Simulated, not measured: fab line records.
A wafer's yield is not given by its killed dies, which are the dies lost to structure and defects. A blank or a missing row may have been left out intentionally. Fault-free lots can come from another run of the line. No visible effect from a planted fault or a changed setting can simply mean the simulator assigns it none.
fab line records | flow n5Finfet
[record] lots = 6 wafers = 16 lastDay = 21
route steps=1938 shown GATE_CUT@480 BEOL_M4@1111 PASSIVATION@1936
lots with no fault: from the same line, run without faults
startH: the number of hours between the record's first day and the start of the first shown wafer of the lot | waitH: hours since the lot's step before | " unchanged from the row above | L1.1+2: a row that stands for several wafers | - value missing, or start not given | * or withheld: withheld | < > ~ a bound
route shown NAME@n: names a module that has steps shown in the file, with the first one's number in the route | usual: average and standard deviation across the fault-free wafers | same: alike in all rows | chamber/n: place in a boat | sites: per-site readings | _std_site: standard deviation across them | _edge_site: the outer-site mean with the inner-site mean subtracted | radiusMm: how far each site lies from the wafer's centre | mask NAME#n: copy n | behind: the tool/chamber that last shaped the wafer | hold: the reason the lot was held/the length of the hold in hours/how it ended | device: the n, p or np transistor that did not switch | end of line: tests run on the same wafers once the route is complete | where a step has no rows: the recipe by itself | killed: count of dies lost to structure and defects at first sort (not the wafer's yield) | map: shows each die of a wafer: x if killed, . if not, _ if none is there
set.NAME: the run value of the setting; set.NAME@STEP: its run value at that earlier step | model.NAME: the simulator's own value behind a step, which no gauge read
lots at some steps of the route; a table a step, a row a wafer
services: a tool's chamber out of use, with start hour (startH, from the record's first day; less than 0 if before it), hours out, and reason
[[steps]]
[step N5_GATE_CUT_COAT_27]
[recipe] resist = underlayer tempC = 205 timeS = 60 spinRpm = 1500 resistThkNm = 10
[step N5_GATE_CUT_COAT_07]
[recipe] resist = CAR-EUV spinRpm = 1500 resistThkNm = 30
[step N5_GATE_CUT_EBR_09]
[recipe] solvent = PGMEA ebrWidthMm = 1.5
[step N5_GATE_CUT_SOFTBAKE_08]
[recipe] tempC = 110 timeS = 60 resist = CAR-EUV
[step N5_GATE_CUT_EXPOSE_10]
[recipe] maskId = GATE_CUT na = 0.33 sourceShape = annular sigmaInner = 0.35 sigmaOuter = 0.8 polarization = unpolarized targetCdNm = 20 doseMj = 43.25
[step N5_GATE_CUT_PEB_11]
[recipe] pebTempC = 100 pebTimeS = 60 resist = CAR-EUV
[step N5_GATE_CUT_DEVELOP_12]
[recipe] developTimeS = 30 developer = TMAH resist = CAR-EUV rinseLiquid = surfactantRinse dry = airSpin devTempC = 23
[step N5_GATE_CUT_CD_MEAS_13]
[recipe] targetCdNm = 20 landingEnergyEv = 500 detector = seInlens
[usual] cdNm = 20.1/0.37
[same] landingEnergyEv = 500
// columns lot.wafer tool chamber startH waitH cdNm
L537.1 cdSem-02 0 101.22 - 20.0
L537.4 " 0 " " 20.5
L537.5 " 0 " " 20.2
L541.3 cdSem-01 0 133.04 - 20.3
L541.4 " 0 " " 20.4
L541.5 " 0 " " 20.7
L550.4 cdSem-02 0 181.49 - 20.5
L550.5 " 0 " " 20.3
L553.2 cdSem-01 0 197.74 - 20.9
L553.5 " 0 " " 20.2
L556.2 cdSem-02 0 215.68 - 20.4
L556.3 " 0 " " 20.6
L556.4 " 0 " " 20.2
L557.1 cdSem-01 0 226.00 - 19.7
L557.4 " 0 " " 19.8
L557.5 " 0 " " 19.7
[step N5_GATE_CUT_OVL_MEAS_14]
[recipe] pointsPerWafer = 522
[usual] GATE_CUT_OVL = -0.2/0.81
[same] pointsPerWafer = 522
// columns lot.wafer tool chamber startH waitH GATE_CUT_OVL[nm]
L537.1 overlay-02 0 101.25 0.0 -1.6
L537.4 " 0 " " -0.7
L537.5 " 0 " " -0.9
L541.3 overlay-02 0 133.08 0.0 0.0
L541.4 " 0 " " -0.2
L541.5 " 0 " " 0.2
L550.4 overlay-01 0 181.54 0.0 0.4
L550.5 " 0 " " -0.6
L553.2 overlay-02 0 197.78 0.0 0.3
L553.5 " 0 " " 1.3
L556.2 overlay-01 0 215.71 0.0 -0.8
L556.3 " 0 " " 0.4
L556.4 " 0 " " 0.4
L557.1 overlay-02 0 226.03 0.0 1.3
L557.4 " 0 " " 0.3
L557.5 " 0 " " 1.1
[step N5_GATE_CUT_INSPECT_15]
[recipe] mode = adi inspectInstrument = brightfield
[usual] rawDefectCount = 122/33
// columns lot.wafer tool chamber startH waitH rawDefectCount
L537.1 defectInspect-02 - 101.31 0.1 128
L537.4 " - " " 177
L537.5 " - " " 138
L541.3 defectInspect-01 - 133.13 0.0 125
L541.4 " - " " 107
L541.5 " - " " 75
L550.4 defectInspect-02 - 181.58 0.0 98
L550.5 " - " " 72
L553.2 defectInspect-01 - 197.83 0.0 157
L553.5 " - " " 118
L556.2 defectInspect-02 - 215.77 0.0 83
L556.3 " - " " 93
L556.4 " - " " 69
L557.1 defectInspect-01 - 226.09 0.1 169
L557.4 " - " " 112
L557.5 " - " " 108
[step N5_GATE_CUT_DESCUM_18]
[recipe] chemistry = O2 timeS = 7 sourcePowerW = 50 biasPowerW = 20 pressureMtorr = 20 rfFrequencyHz = 2.712e+07 tempC = 40 resist = CAR-EUV o2FlowSccm = 225
[usual] chamberPressureMTorr = 20.001/0.017 drypumpMotorCurrentA = 5.7/0.39 oesProductAu = 0.75/0.069 rfFwdPowerW = 49.37/0.2 rfVppV = 243.0/1.4 showerheadPlenumPTorr = 2.08/0.08 throttleValvePct = 20.4/0.34
// columns lot.wafer tool chamber startH waitH chamberPressureMTorr drypumpMotorCurrentA oesProductAu rfFwdPowerW rfHoursCounterH rfVppV showerheadPlenumPTorr throttleValvePct
L537.1 rieDiel-03 2 101.42 0.1 20.008 6.0 0.73 49.60 166 241.6 2.00 20.0
L537.4 " 0 " " 19.993 5.2 0.69 49.38 220 242.4 2.05 20.7
L537.5 " 0 " " 19.999 5.2 0.69 49.39 - 242.9 2.05 20.7
L541.3 rieDiel-02 3 133.16 0.0 20.009 5.4 0.89 49.06 18 244.0 2.24 20.1
L541.4 " 2 " " 19.995 5.8 0.72 49.28 168 242.0 2.00 20.6
L541.5 " 1 " " 19.991 4.8 0.78 49.36 - 243.7 2.13 20.9
L550.4 rieDiel-03 0 181.61 0.0 20.001 5.2 0.66 49.58 243 242.6 2.05 20.7
L550.5 " 0 " " 20.000 5.2 0.67 49.55 - 242.7 2.05 20.7
L553.2 rieDiel-03 3 198.01 0.2 20.007 6.5 0.74 49.23 136 243.6 2.11 20.4
L553.5 " 2 " " 19.980 6.0 0.71 49.41 - 242.1 1.99 20.1
L556.2 rieDiel-06 0 215.80 0.0 19.995 5.7 0.96 49.55 17 242.7 2.07 20.1
L556.3 " 2 " " 19.990 5.8 0.71 49.40 182 244.5 2.15 19.9
L556.4 " 3 " " 19.984 5.4 0.96 49.40 4 244.4 2.20 20.4
L557.1 rieDiel-06 2 226.13 0.0 19.992 5.8 0.70 49.27 185 246.1 2.14 19.9
L557.4 " 0 " " 19.980 5.7 0.95 49.43 20 242.0 2.07 20.1
L557.5 " 2 " " 19.993 5.8 0.70 49.33 - 245.6 2.14 19.9
[step N5_GATE_CUT_ETCH_28]
[recipe] chemistry = N2/H2 target = underlayer targetDepthA = 130 maskMaterial = CAR-EUV timeS = 10.4 ionEnergyEv = 200 pressureMtorr = 30 sourceW = 840 biasW = 150 n2FlowSccm = 200 h2FlowSccm = 200 ends = cleared
[usual] chamberPressureMTorr = 30.00/0.033 drypumpMotorCurrentA = 5.7/0.39 etchRfOnTimeS = 10.40/0.28 oesProductAu = 0.65/0.059 rfFwdPowerW = 819.0/2.3 rfVppV = 523.4/2.7 showerheadPlenumPTorr = 2.52/0.096 throttleValvePct = 17.9/0.32
// columns lot.wafer tool chamber startH waitH chamberPressureMTorr drypumpMotorCurrentA etchRfOnTimeS oesProductAu rfFwdPowerW rfHoursCounterH rfVppV showerheadPlenumPTorr throttleValvePct
L537.1 rieDiel-03 2 101.45 0.0 30.08 6.0 10.16 0.64 816.6 166 521.2 2.43 17.6
L537.4 " 0 " " 29.98 5.2 10.33 0.59 817.2 220 523.2 2.50 18.1
L537.5 " 0 " " 30.00 5.3 10.31 0.59 814.3 - 523.7 2.50 18.1
L541.3 rieDiel-02 3 133.19 0.0 30.04 5.4 10.33 0.77 820.6 18 528.4 2.70 17.5
L541.4 " 2 " " 30.04 5.9 10.90 0.61 816.9 168 520.8 2.45 18.2
L541.5 " 1 " " 30.01 4.8 10.17 0.67 818.6 - 523.1 2.54 18.1
L550.4 rieDiel-03 0 181.64 0.0 30.00 5.2 10.52 0.57 819.5 243 522.8 2.49 18.1
L550.5 " 0 " " 30.02 5.3 10.49 0.57 816.1 - 522.9 2.49 18.1
L553.2 rieDiel-03 3 198.04 0.0 30.01 6.4 10.67 0.64 826.1 136 524.3 2.54 17.6
L553.5 " 2 " " 30.01 6.0 9.98 0.61 819.4 - 518.3 2.42 17.6
L556.2 rieDiel-06 0 215.83 0.0 30.00 5.7 10.26 0.80 814.5 17 523.2 2.48 17.3
L556.3 " 2 " " 30.01 5.8 10.49 0.61 820.4 182 528.0 2.63 17.5
L556.4 " 3 " " 29.91 5.4 10.51 0.83 821.0 4 529.0 2.73 18.1
L557.1 rieDiel-06 2 226.17 0.0 30.04 5.8 10.61 0.61 819.5 185 526.1 2.63 17.5
L557.4 " 0 " " 30.02 5.7 10.23 0.80 818.3 20 523.7 2.48 17.3
L557.5 " 2 " " 30.05 5.8 10.53 0.61 820.0 - 525.7 2.63 17.5
[step N5_GATE_CUT_ETCH_36]
[recipe] chemistry = CF4 target = SiARC targetDepthA = 130 maskMaterial = CAR-EUV timeS = 21.7 ionEnergyEv = 80 pressureMtorr = 40 sourceW = 545 biasW = 36 Ar_flow_sccm = 100 cf4FlowSccm = 100 ends = cleared
[usual] chamberPressureMTorr = 40.01/0.035 drypumpMotorCurrentA = 5.7/0.39 etchRfOnTimeS = 21.7/0.57 oesProductAu = 0.65/0.058 rfFwdPowerW = 531.7/1.9 rfVppV = 184.0/1.2 showerheadPlenumPTorr = 2.14/0.075 throttleValvePct = 15.7/0.33
// columns lot.wafer tool chamber startH waitH chamberPressureMTorr drypumpMotorCurrentA etchRfOnTimeS oesProductAu rfFwdPowerW rfHoursCounterH rfVppV showerheadPlenumPTorr throttleValvePct
L537.1 rieDiel-03 2 101.47 0.0 40.03 5.9 21.4 0.63 535.7 166 183.1 2.04 15.2
L537.4 " 0 " " 39.99 5.2 21.0 0.60 528.3 220 184.0 2.12 16.0
L537.5 " 0 " " 39.99 5.2 21.1 0.60 532.3 - 183.6 2.13 16.0
L541.3 rieDiel-02 3 133.21 0.0 40.02 5.4 21.6 0.76 533.2 18 184.7 2.28 15.2
L541.4 " 2 " " 39.97 5.8 22.7 0.60 532.0 168 182.8 2.06 16.0
L541.5 " 1 " " 39.94 4.8 21.5 0.67 530.5 - 183.9 2.17 15.9
L550.4 rieDiel-03 0 181.66 0.0 40.01 5.2 21.2 0.58 531.7 243 184.3 2.12 16.1
L550.5 " 0 " " 39.99 5.2 14.4 0.74 531.6 - 184.4 2.12 16.1
L553.2 rieDiel-03 3 198.06 0.0 40.03 6.5 22.7 0.64 532.6 136 182.8 2.17 15.7
L553.5 " 2 " " 39.99 6.0 14.5 0.78 529.1 - 183.2 2.03 15.3
L556.2 rieDiel-06 0 215.85 0.0 39.99 5.7 21.5 0.80 533.1 17 184.7 2.12 15.2
L556.3 " 2 " " 40.00 5.8 21.9 0.62 531.4 182 185.8 2.22 15.3
L556.4 " 3 " " 39.94 5.4 21.8 0.84 532.6 4 186.0 2.29 15.7
L557.1 rieDiel-06 2 226.19 0.0 39.97 5.8 21.8 0.61 532.0 185 184.9 2.22 15.3
L557.4 " 0 " " 40.04 5.7 21.2 0.80 528.0 20 183.4 2.12 15.2
L557.5 " 2 " " 40.05 5.8 21.9 0.61 533.3 - 184.9 2.22 15.3
[step N5_GATE_CUT_ETCH_37]
[recipe] chemistry = N2/H2 target = SOC targetDepthA = 600 overetchA = 120 maskMaterial = SiARC tempC = 40 timeS = 90 ionEnergyEv = 200 pressureMtorr = 30 sourceW = 840 biasW = 150 n2FlowSccm = 200 h2FlowSccm = 200
[usual] chamberPressureMTorr = 29.999/0.029 drypumpMotorCurrentA = 5.7/0.39 oesProductAu = 0.68/0.059 rfFwdPowerW = 834.5/2.8 rfVppV = 523.5/2.6 showerheadPlenumPTorr = 2.52/0.096 throttleValvePct = 17.8/0.32
// columns lot.wafer tool chamber startH waitH chamberPressureMTorr drypumpMotorCurrentA oesProductAu rfFwdPowerW rfHoursCounterH rfVppV showerheadPlenumPTorr throttleValvePct
L537.1 rieDiel-03 2 101.50 0.0 29.956 6.0 0.65 836.6 166 522.4 2.43 17.5
L537.4 " 0 " " 30.032 5.2 0.62 831.4 220 523.7 2.50 18.1
L537.5 " 0 " " 29.983 5.2 0.61 829.8 - 522.9 2.50 18.1
L541.3 rieDiel-02 3 133.24 0.0 30.000 5.4 0.81 834.1 18 529.0 2.70 17.5
L541.4 " 2 " " 29.986 5.9 0.65 829.5 168 520.8 2.45 18.1
L541.5 " 1 " " 29.998 4.8 0.70 833.1 - 523.9 2.54 18.0
L550.4 rieDiel-03 0 181.69 0.0 29.980 5.2 0.60 833.6 243 522.0 2.49 18.1
L550.5 " 0 " " 29.976 5.2 0.60 837.3 - 522.9 2.49 18.1
L553.2 rieDiel-03 3 198.09 0.0 29.990 6.5 0.68 834.2 136 524.1 2.54 17.6
L553.5 " 2 " " 30.030 6.0 0.64 833.9 - 520.3 2.42 17.6
L556.2 rieDiel-06 0 215.88 0.0 29.995 5.7 0.85 834.0 17 523.5 2.48 17.3
L556.3 " 2 " " 30.023 5.8 0.65 838.0 182 526.1 2.63 17.4
L556.4 " 3 " " 29.944 5.3 0.89 830.3 4 527.6 2.73 18.1
L557.1 rieDiel-06 2 226.21 0.0 29.983 5.8 0.65 835.6 185 526.8 2.63 17.5
L557.4 " 0 " " 30.003 5.7 0.83 833.0 20 522.9 2.48 17.3
L557.5 " 2 " " 30.003 5.8 0.64 832.7 - 526.0 2.63 17.5
[step N5_BEOL_M4_RC_MEAS_101]
[usual] DIBL_N = 37.7/2 DIBL_P = 37.7/2.3 IOFF_N = 0.18/0.039 IOFF_P = 0.23/0.042 ION_N = 681/12 ION_P = 463/8 SS_N = 71.9/0.68 SS_P = 73.6/0.71 VT_N = 248/3.2 VT_P = -249/3.1
// columns lot.wafer tool chamber startH waitH DIBL_N[mV/V] DIBL_P[mV/V] IOFF_N[nA/um] IOFF_P[nA/um] ION_N[uA/um] ION_P[uA/um] SS_N[mV/dec] SS_P[mV/dec] VT_N[mV] VT_P[mV]
L537.1 prober-02 0 276.54 0.0 36.3 35.9 0.14 0.19 672 461 71.8 72.8 250 -253
L537.4 " 0 " " 39.9 39.0 0.21 0.22 679 451 72.2 73.2 248 -250
L537.5 " 0 " " 39.6 38.8 0.22 0.21 685 454 72.5 73.6 245 -251
L541.3 prober-01 0 298.88 0.3 39.3 38.7 0.21 0.23 677 460 72.5 73.9 244 -252
L541.4 " 0 " " 37.5 38.0 0.18 0.21 678 464 72.2 73.0 248 -252
L541.5 " 0 " " 41.3 42.4 0.25 0.28 678 454 73.0 74.6 245 -249
L550.4 prober-02 0 358.55 0.5 37.7 39.5 0.18 0.22 686 462 71.9 73.5 245 -251
L550.5 " 0 " " 36.3 36.7 0.15 0.20 661 452 71.0 72.9 252 -253
L553.2 prober-01 0 378.01 0.2 40.0 39.9 0.21 0.24 675 461 72.4 74.3 249 -251
L553.5 " 0 " " 35.8 37.0 0.14 0.20 662 462 71.0 72.8 253 -250
L556.2 prober-02 0 389.25 0.2 33.0 31.6 0.11 0.16 654 450 70.5 72.0 255 -252
L556.3 " 0 " " 36.0 36.1 0.16 0.22 661 457 71.9 74.1 248 -250
L556.4 " 0 " " 35.5 35.9 0.17 0.21 680 470 71.7 72.5 249 -246
L557.1 prober-02 0 402.27 0.0 38.4 37.0 0.23 0.25 706 471 72.1 73.2 241 -246
L557.4 " 0 " " 37.0 34.9 0.16 0.21 663 455 71.9 72.4 251 -247
L557.5 " 0 " " 38.9 39.3 0.24 0.29 705 475 72.5 75.0 241 -245
[step N5_PASSIVATION_PROBE_49]
[usual] defectLimitedYield = 91.1/1.4 killed_at_M0_to_M3 = 34/9.6 killed_at_M4_up = 15/5.3 killedAtContacts = 12/6.1 killedAtFrontEnd = 40/11 killedAtOther = 3.5/2.8 killedDies = 105/17 killedOpen = 70/12 killedShort = 34/7.7 sort_bin_5_function = 5.2/0.97 sort_bin_6_memory = 3.4/0.62 sortNPass = 1075/17 sortYieldPct = 91.1/1.4
[same] grossDies = 1180 killedAtBackSide = 0 sort_bin_4_leakage[%] = 0 sort_bin_8_speed[%] = 0
// columns lot.wafer tool chamber startH waitH defectLimitedYield[%] killed_at_M0_to_M3 killed_at_M4_up killedAtContacts killedAtFrontEnd killedAtOther killedDies killedOpen killedShort sort_bin_5_function[%] sort_bin_6_memory[%] sortNPass sortYieldPct[%]
L553.2 prober-01 - 480.39 0.1 88.1 45 12 10 72 2 141 68 53 6.0 3.7 1039 88.1
L553.5 prober-01 - 480.54 0.2 87.1 40 12 13 82 5 152 86 44 6.2 4.3 1028 87.1
// killed by level:class
L553.2 FIN_SAQP:geometricParticle:short=20 HKMG_FIN:areaEtch=20 BEOL_M2:geometricParticle:open=12 BEOL_M4:geometricParticle:open=9 MOL_CONTACT_COAG:geometricParticle:open=9 BEOL_M0_SAQP:geometricParticle:open=9 STI_FIN_REVEAL:geometricParticle:open=7 BEOL_M0_SAQP:geometricParticle:short=7
L553.5 HKMG_FIN:areaEtch=22 GATE_CUT:geometricParticle:short=13 MOL_CONTACT_COAG:geometricParticle:open=13 BEOL_M2:geometricParticle:open=13 STI_FIN_REVEAL:geometricParticle:open=12 FIN_SAQP:geometricParticle:open=9 FIN_SAQP:geometricParticle:short=7 BEOL_M0_SAQP:geometricParticle:short=7
[[services]]
// columns tool chamber startH hours kind
rieDiel-02 1 82.56 4.2 repair
rieDiel-06 - 82.88 0.7 repair
rieDiel-03 2 118.77 6.3 repair
rieDiel-06 0 152.53 - clean
rieDiel-06 0 152.53 - consumableReplace:focusRing
rieDiel-06 0 152.53 21.1 scheduledDown
rieDiel-06 0 152.53 21.1 ventCycle
rieDiel-06 3 179.10 4.1 repair
rieDiel-06 3 183.24 - clean
rieDiel-06 3 183.24 - consumableReplace:focusRing
rieDiel-06 3 183.24 - consumableReplace:showerhead
rieDiel-06 3 183.24 21.2 scheduledDown
rieDiel-06 3 183.24 21.2 ventCycle
rieDiel-03 0 200.42 - clean
rieDiel-03 0 200.42 - consumableReplace:focusRing
rieDiel-03 0 200.42 14.1 scheduledDown
rieDiel-03 0 200.42 14.1 ventCycle
[[key]]
[firstSign] step = N5_GATE_CUT_ETCH_36 reading = etchRfOnTimeS direction = down sigmas = 13 usual = * struck = *
effect none on later readings
metAt N5_GATE_CUT_ETCH_36
struckWafers L550.5,L553.5
[baselineLoss] step = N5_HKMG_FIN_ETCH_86 wafers = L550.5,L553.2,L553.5
onsetBetween 101.47 181.66
[fault] kind = processParameterDrift tool = rieDiel-03 chamber = - onsetH = 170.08 steps = N5_GATE_CUT_ETCH_36 channel = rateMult offset = 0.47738 shape = step endH = 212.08 scope = struckWafersOnly
// baselineLoss: these wafers lose ten dies or more at that step, a loss of the line's own and not of a fault; the sort's usual values leave them out
